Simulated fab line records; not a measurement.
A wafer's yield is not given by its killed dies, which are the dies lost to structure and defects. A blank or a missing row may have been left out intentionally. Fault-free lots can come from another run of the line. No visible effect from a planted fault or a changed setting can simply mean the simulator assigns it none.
Matching of chambers / flow nandHarc / 3 sister chambers for NHARC_A_STAIRCASE_DEP_156 on pecvd-01
The step deposits SiNx, target thk 50 nm. 3 wafers are shown with their chamber, then 9 later ones without.

EACH WAFER AND ITS CHAMBER
wafer=L084.2; chamber=1; heaterPowerW (W)=552
wafer=L085.1; chamber=0; heaterPowerW (W)=916
wafer=L085.5; chamber=2; heaterPowerW (W)=573

WAFERS MISSING THEIR CHAMBER
wafer=L090.1; heaterPowerW (W)=562
wafer=L090.3; heaterPowerW (W)=873
wafer=L090.6; heaterPowerW (W)=562
wafer=L091.1; heaterPowerW (W)=573
wafer=L091.4; heaterPowerW (W)=846
wafer=L091.6; heaterPowerW (W)=578
wafer=L092.1; heaterPowerW (W)=568
wafer=L092.3; heaterPowerW (W)=848
wafer=L092.4; heaterPowerW (W)=560

THE CHAMBER EACH PASSED THROUGH
wafer=L090.1; from the rows above=can't be placed: 1 or 2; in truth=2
wafer=L090.3; from the rows above=0; in truth=0
wafer=L090.6; from the rows above=can't be placed: 1 or 2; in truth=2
wafer=L091.1; from the rows above=can't be placed: 2 or 1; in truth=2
wafer=L091.4; from the rows above=0; in truth=0
wafer=L091.6; from the rows above=can't be placed: 2 or 1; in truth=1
wafer=L092.1; from the rows above=can't be placed: 2 or 1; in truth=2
wafer=L092.3; from the rows above=0; in truth=0
wafer=L092.4; from the rows above=can't be placed: 1 or 2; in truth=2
Placed correctly: 3 of 9. Not placeable from these rows: 6 (in 6, the candidates include the true chamber). Wrongly placed: 0.
How it was worked out, from the rows above alone: a wafer's distance from a chamber is the root of the sum, over the readings, of the square of ((its reading less the chamber's mean) divided by the reading's scatter). The wafer belongs to the nearest chamber; if the next one is less than 2 further off, it can't be placed. Each chamber's mean is taken over the wafers shown for it. The scatter (one wafer shown for each chamber): square how far every hidden wafer sits from the nearest shown wafer, average those squares and take the square root.
